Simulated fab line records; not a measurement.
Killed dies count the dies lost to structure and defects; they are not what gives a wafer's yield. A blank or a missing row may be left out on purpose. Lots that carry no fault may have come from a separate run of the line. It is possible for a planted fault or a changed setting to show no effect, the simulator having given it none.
The tool behind it: which one? ; flow n5_finfet ; 24 wafers from 8 lots sampled at 6 of the route's 1938 steps

WHAT THE GAUGES READ, wafer by wafer
N5_HKMG_FIN_THK_MEAS_70: measures by xrf. Usual: HK_THK gives 1.610 nm (standard deviation 0.024).
lot;measured;on;HK_THK (nm);flag
L262;day 4 17:11;film_metro-01;1.627 1.617 1.623;
L266;day 5 18:59;film_metro-01;1.624 1.635 1.623;
L267;day 5 21:02;film_metro-02;1.574 1.597 1.573;
L268;day 6 04:08;film_metro-02;1.598 1.586 1.588;
L270;day 6 14:41;film_metro-02;1.594 1.613 1.587;
L272;day 7 03:37;film_metro-02;1.614 1.591 1.584;
L278;day 8 16:33;film_metro-01;1.115 1.127 1.618;OFF
L281;day 9 10:23;film_metro-01;1.610 1.631 1.627;

N5_BEOL_M4_RC_MEAS_101. Usual: DIBL_N 36.3 mV/V, standard deviation 1.9; DIBL_P 36.6 mV/V, standard deviation 2.4; EOT_N 10.48, standard deviation 0.098; EOT_P 10.43, standard deviation 0.098; IGATE_N 0.0139 nA/um, standard deviation 0.0022; IGATE_P 0.0042 nA/um, standard deviation 0.00065; IOFF_N 0.17 nA/um, standard deviation 0.037; IOFF_P 0.23 nA/um, standard deviation 0.04; ION_N 682 uA/um, standard deviation 14; ION_P 468 uA/um, standard deviation 8.6; SS_N 71.6 mV/dec, standard deviation 0.67; SS_P 73.4 mV/dec, standard deviation 0.71; VT_N 248 mV, standard deviation 3.3; VT_P -248.9 mV, standard deviation 2.9.
lot;measured;on;DIBL_N (mV/V);DIBL_P (mV/V);EOT_N;EOT_P;IGATE_N (nA/um);IGATE_P (nA/um);IOFF_N (nA/um);IOFF_P (nA/um);ION_N (uA/um);ION_P (uA/um);SS_N (mV/dec);SS_P (mV/dec);VT_N (mV);VT_P (mV);flag
L262;day 9 01:44;prober-02;38.4 35.0 38.3;39.9 36.2 40.1;10.48 10.54 10.50;10.31 10.42 10.37;0.0175 0.0140 0.0164;0.0051 0.0041 0.0048;0.23 0.15 0.21;0.31 0.23 0.29;712 681 688;486 475 474;71.0 71.3 72.5;73.5 73.2 74.1;242 248 246;-240.0 -247.9 -244.0;
L266;day 10 03:37;prober-02;37.1 33.7 34.2;37.6 33.6 33.7;10.66 10.59 10.39;10.50 10.52 10.39;0.0122 0.0101 0.0143;0.0036 0.0031 0.0043;0.19 0.13 0.14;0.25 0.19 0.19;682 674 671;470 470 470;72.1 70.5 71.0;74.1 72.3 72.5;244 250 249;-246.7 -251.4 -250.2;
L267;day 10 16:10;prober-01;36.6 36.2 35.3;38.8 39.4 37.3;10.64 10.46 10.60;10.43 10.38 10.55;0.0130 0.0122 0.0117;0.0040 0.0038 0.0037;0.17 0.18 0.16;0.26 0.27 0.23;672 678 668;461 467 466;72.5 72.5 71.7;73.7 74.5 73.5;247 245 248;-247.8 -245.6 -249.6;
L268;day 10 12:25;prober-01;39.4 36.6 35.0;39.5 37.6 34.7;10.45 10.45 10.46;10.48 10.42 10.41;0.0115 0.0132 0.0141;0.0035 0.0040 0.0042;0.23 0.17 0.14;0.27 0.23 0.19;697 697 688;471 482 474;72.8 71.2 71.7;74.3 74.0 73.3;242 247 248;-245.8 -247.9 -250.9;
L270;day 11 03:56;prober-01;34.8 36.1 32.9;33.7 36.5 31.7;10.50 10.39 10.52;10.44 10.41 10.40;0.0130 0.0134 0.0129;0.0039 0.0041 0.0039;0.14 0.16 0.11;0.21 0.24 0.18;670 689 659;464 477 467;71.2 72.0 70.0;73.4 73.3 72.3;247 248 249;-249.1 -247.5 -249.1;
L272;day 12 13:59;prober-02;37.4 37.4 35.4;36.6 37.6 35.2;10.63 10.58 10.63;10.56 10.47 10.53;0.0129 0.0134 0.0120;0.0039 0.0040 0.0036;0.16 0.16 0.13;0.20 0.21 0.19;685 696 676;459 471 466;71.6 71.8 71.3;72.4 73.2 72.6;248 249 251;-250.5 -248.8 -250.7;
L278;day 15 13:55;prober-02;32.6 34.1 33.2;33.5 35.1 33.2;9.50 9.51 10.37;9.46 9.50 10.48;0.4618 0.4018 0.0150;0.1392 0.1195 0.0045;0.13 0.15 0.12;0.17 0.19 0.16;700 695 660;481 475 459;70.1 71.2 71.8;72.9 73.1 72.7;251 249 254;-249.4 -250.0 -251.3;OFF
L281;day 15 20:26;prober-02;33.8 36.8 36.8;34.9 37.7 37.2;10.45 10.51 10.47;10.34 10.41 10.28;0.0152 0.0144 0.0143;0.0045 0.0043 0.0042;0.16 0.21 0.22;0.20 0.24 0.24;699 699 698;479 474 472;70.9 71.7 71.5;73.0 74.2 73.2;246 246 242;-250.3 -246.6 -250.8;

EACH LOT AND THE TOOL THAT RAN IT (in order: tool; ch and the chambers of the sampled wafers; start)
lot;N5_SDB_ALD_29;N5_DUMMY_REMOVAL_HM_STRIP_01;N5_HKMG_FIN_HK_ALD_01;N5_HKMG_FIN_HK_ANNEAL_02
L262;ald_sin-02 ch 0,2,3, day 4 09:28;rie_diel-06 ch 1,2,3, day 4 12:43;ald_hk-02 ch 0,1,3, day 4 13:16;rtp_anneal-01 ch 0, day 4 13:32
L266;ald_sin-01 ch 0,1,3, day 5 11:29;rie_diel-01 ch 0,2, day 5 14:37;ald_hk-02 ch 1,2,3, day 5 15:10;rtp_anneal-02 ch 0, day 5 15:35
L267;ald_sin-03 ch 2,3, day 5 13:55;rie_diel-01 ch 0,2,3, day 5 17:00;ald_hk-01 ch 0,2, day 5 17:33;rtp_anneal-01 ch 0, day 5 17:46
L268;ald_sin-02 ch 1,2,3, day 5 21:02;rie_diel-06 ch 0,1,2, day 6 00:07;ald_hk-01 ch 2,3, day 6 00:41;rtp_anneal-02 ch 0, day 6 00:55
L270;ald_sin-03 ch 0,1, day 6 07:13;rie_diel-06 ch 0,1,2, day 6 10:18;ald_hk-01 ch 2,3, day 6 10:55;rtp_anneal-01 ch 0, day 6 11:17
L272;ald_sin-02 ch 0,1,2, day 6 20:32;rie_diel-06 ch 1,2,3, day 6 23:37;ald_hk-03 ch 1,2,3, day 7 00:10;rtp_anneal-01 ch 0, day 7 00:22
L278;ald_sin-01 ch 0,1,3, day 8 09:02;rie_diel-05 ch 0,1,3, day 8 12:08;ald_hk-02 ch 0,3, day 8 12:41;rtp_anneal-02 ch 0, day 8 12:52
L281;ald_sin-02 ch 0,1, day 9 03:12;rie_diel-06 ch 0,2, day 9 06:21;ald_hk-01 ch 1,3, day 9 06:55;rtp_anneal-02 ch 0, day 9 07:05
- N5_SDB_ALD_29: deposits SiNx, target thk 30 nm, pulse time 1 s, ald cycles 600.
- N5_DUMMY_REMOVAL_HM_STRIP_01: strips SiNx in CH3F/O2, stops on poly-Si, target depth 4 nm, time 6.8 s.
- N5_HKMG_FIN_HK_ALD_01: deposits HfO2, target thk 1.6 nm, pulse time 3 s, purge time 3 s.
- N5_HKMG_FIN_HK_ANNEAL_02: time 30 s.

WHAT THE TOOLS THEMSELVES READ (means of the sampled wafers that have a number; where no wafer has one, the mark that the record gives instead)
N5_SDB_ALD_29. Usual: chamber_pressure_Torr 1.999 Torr, standard deviation 0.0043; heater_power_w 799 W, standard deviation 72; precursor_pulse_height_rel 0.996, standard deviation 0.019.
lot;tool;chamber_pressure_Torr (Torr);heater_power_w (W);precursor_pulse_height_rel;flag
L262;ald_sin-02;1.999;854;1.002;
L266;ald_sin-01;2.000;858;0.992;
L267;ald_sin-03;2.004;751;0.981;
L268;ald_sin-02;2.000;836;0.996;
L270;ald_sin-03;1.997;737;0.979;
L272;ald_sin-02;1.999;815;0.991;
L278;ald_sin-01;2.002;839;0.989;
L281;ald_sin-02;2.005;781;1.014;

N5_DUMMY_REMOVAL_HM_STRIP_01. Usual: bias_w 29.00 W, standard deviation 0.08; drypump_motor_current_A 5.6 A, standard deviation 0.38; oes_product_au 0.64 a.u., standard deviation 0.069; rf_vpp_V 127.4 V, standard deviation 1.1; showerhead_plenum_p_Torr 1.99 Torr, standard deviation 0.071; throttle_valve_pct 16.34 %, standard deviation 0.27.
lot;tool;bias_w (W);drypump_motor_current_A (A);oes_product_au (a.u.);rf_vpp_V (V);showerhead_plenum_p_Torr (Torr);throttle_valve_pct (%);flag
L262;rie_diel-06;28.94;6.0;0.68;127.5;1.93;16.19;
L266;rie_diel-01;29.06;5.4;0.59;128.0;2.06;16.38;
L267;rie_diel-01;28.98;5.5;0.65;127.7;2.07;16.33;
L268;rie_diel-06;28.96;5.6;0.67;127.8;1.95;16.25;
L270;rie_diel-06;29.02;5.6;0.66;127.4;1.95;16.27;
L272;rie_diel-06;29.06;6.0;0.65;126.9;1.92;16.22;
L278;rie_diel-05;29.01;5.3;0.67;127.9;2.01;16.44;
L281;rie_diel-06;28.91;5.4;0.61;127.9;1.96;16.34;

N5_HKMG_FIN_HK_ALD_01. Usual: precursor_pulse_height_rel at 1.001, with a standard deviation of 0.021.
lot;tool;precursor_pulse_height_rel;flag
L262;ald_hk-02;1.010;
L266;ald_hk-02;1.003;
L267;ald_hk-01;0.999;
L268;ald_hk-01;0.998;
L270;ald_hk-01;0.996;
L272;ald_hk-03;1.002;
L278;ald_hk-02;1.014;
L281;ald_hk-01;0.998;

N5_HKMG_FIN_HK_ANNEAL_02. Usual: lamp_power_pct 8.80 %, standard deviation 0.059; lamp_zone_1_pct 8.799 %, standard deviation 0.011; lamp_zone_4_pct 8.796 %, standard deviation 0.011; wafer_temp_C_max 702.9, standard deviation 0.6.
lot;tool;lamp_power_pct (%);lamp_zone_1_pct (%);lamp_zone_4_pct (%);wafer_temp_C_max;flag
L262;rtp_anneal-01;8.83;8.806;8.799;702.8;
L266;rtp_anneal-02;8.81;8.799;8.792;702.9;
L267;rtp_anneal-01;8.80;8.793;8.791;703.1;
L268;rtp_anneal-02;8.85;8.798;8.793;702.5;
L270;rtp_anneal-01;8.81;8.806;8.787;702.9;
L272;rtp_anneal-01;8.77;8.805;8.796;703.1;
L278;rtp_anneal-02;8.85;8.784;8.799;702.8;
L281;rtp_anneal-02;8.76;8.787;8.772;702.7;

THE ANSWER, worked out from the rows above alone
Rule: lot off if the mean of its wafers having a number is beyond 3 standard deviations from the usual mean. Also off: a lot with no number at a reading for which 4 or more lots have one. Where the step has rows for the other lots, those lots are counted as sound. After the gauges, taken in route order, come the tools' own readings; for these a lot's mean is taken, as printed above. The first step at which some lot is off is used, and at that step the reading that is off furthest; a lot without a number counts as furthest.
Off: L278, at N5_HKMG_FIN_THK_MEAS_70 (HK_THK).
A tool fits if, at a process step before that reading, it ran every lot that is off, and no sound lot after the first of them. Not tried: the gauges at N5_HKMG_FIN_THK_MEAS_70; whatever is off there is also off at N5_BEOL_M4_RC_MEAS_101, on other tools, and gauge error can't account for it. Can't be told from this: 3 tools fit, ald_sin-01 at N5_SDB_ALD_29, rie_diel-05 at N5_DUMMY_REMOVAL_HM_STRIP_01, ald_hk-02 at N5_HKMG_FIN_HK_ALD_01.

WHAT WAS PUT IN BY THE SIMULATOR
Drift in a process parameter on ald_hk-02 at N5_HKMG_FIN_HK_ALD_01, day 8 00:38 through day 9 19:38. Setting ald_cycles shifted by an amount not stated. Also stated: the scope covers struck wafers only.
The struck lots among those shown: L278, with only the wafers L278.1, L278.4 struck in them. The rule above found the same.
